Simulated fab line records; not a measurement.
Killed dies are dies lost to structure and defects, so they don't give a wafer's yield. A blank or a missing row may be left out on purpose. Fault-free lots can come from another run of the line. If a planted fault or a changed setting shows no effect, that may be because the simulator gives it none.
Matching of chambers || flow n5-finfet || N5_SD_EPI_P_ETCH_37 on rie-diel-02: 4 sister chambers
The step etches SOC in N2/H2, overetch 108 nm, time 486 s. 4 wafers are shown with their chamber, then 9 later ones without.

WAFERS, EACH WITH ITS CHAMBER
{"wafer": "L085.1", "chamber": 0, "showerhead-plenum-p-Torr (Torr)": 2.55}
{"wafer": "L087.2", "chamber": 3, "showerhead-plenum-p-Torr (Torr)": 2.46}
{"wafer": "L087.3", "chamber": 2, "showerhead-plenum-p-Torr (Torr)": 2.52}
{"wafer": "L087.4", "chamber": 1, "showerhead-plenum-p-Torr (Torr)": 2.64}

WAFERS WHOSE CHAMBER IS MISSING
{"wafer": "L092.1", "showerhead-plenum-p-Torr (Torr)": 2.52}
{"wafer": "L092.2", "showerhead-plenum-p-Torr (Torr)": 2.64}
{"wafer": "L092.3", "showerhead-plenum-p-Torr (Torr)": 2.45}
{"wafer": "L094.2", "showerhead-plenum-p-Torr (Torr)": 2.52}
{"wafer": "L094.3", "showerhead-plenum-p-Torr (Torr)": 2.45}
{"wafer": "L094.4", "showerhead-plenum-p-Torr (Torr)": 2.54}
{"wafer": "L096.2", "showerhead-plenum-p-Torr (Torr)": 2.63}
{"wafer": "L096.3", "showerhead-plenum-p-Torr (Torr)": 2.54}
{"wafer": "L096.5", "showerhead-plenum-p-Torr (Torr)": 2.51}

WHICH CHAMBER EACH WENT THROUGH
{"wafer": "L092.1", "from the rows above": 2, "in truth": 2}
{"wafer": "L092.2", "from the rows above": 1, "in truth": 1}
{"wafer": "L092.3", "from the rows above": 3, "in truth": 3}
{"wafer": "L094.2", "from the rows above": 2, "in truth": 2}
{"wafer": "L094.3", "from the rows above": 3, "in truth": 3}
{"wafer": "L094.4", "from the rows above": "can't be placed: 0 or 2", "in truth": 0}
{"wafer": "L096.2", "from the rows above": 1, "in truth": 1}
{"wafer": "L096.3", "from the rows above": "can't be placed: 0 or 2", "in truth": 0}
{"wafer": "L096.5", "from the rows above": 2, "in truth": 2}
Correctly placed: 7 of 9. Cannot be placed on the basis of these rows: 2; the candidates contain the true chamber in 2. Wrongly placed: 0.
How it was worked out, from the rows above alone: a wafer's distance from a chamber is the root of the sum, over the readings, of the square of ((its reading less the chamber's mean) divided by the reading's scatter). If the next closest chamber is less than 2 further off than the closest, the wafer can't be placed; otherwise it belongs to the closest. For every chamber, the mean is computed from those of its wafers that are shown. The scatter (one wafer shown for each chamber): square how far every hidden wafer sits from the nearest shown wafer, average those squares and take the square root.
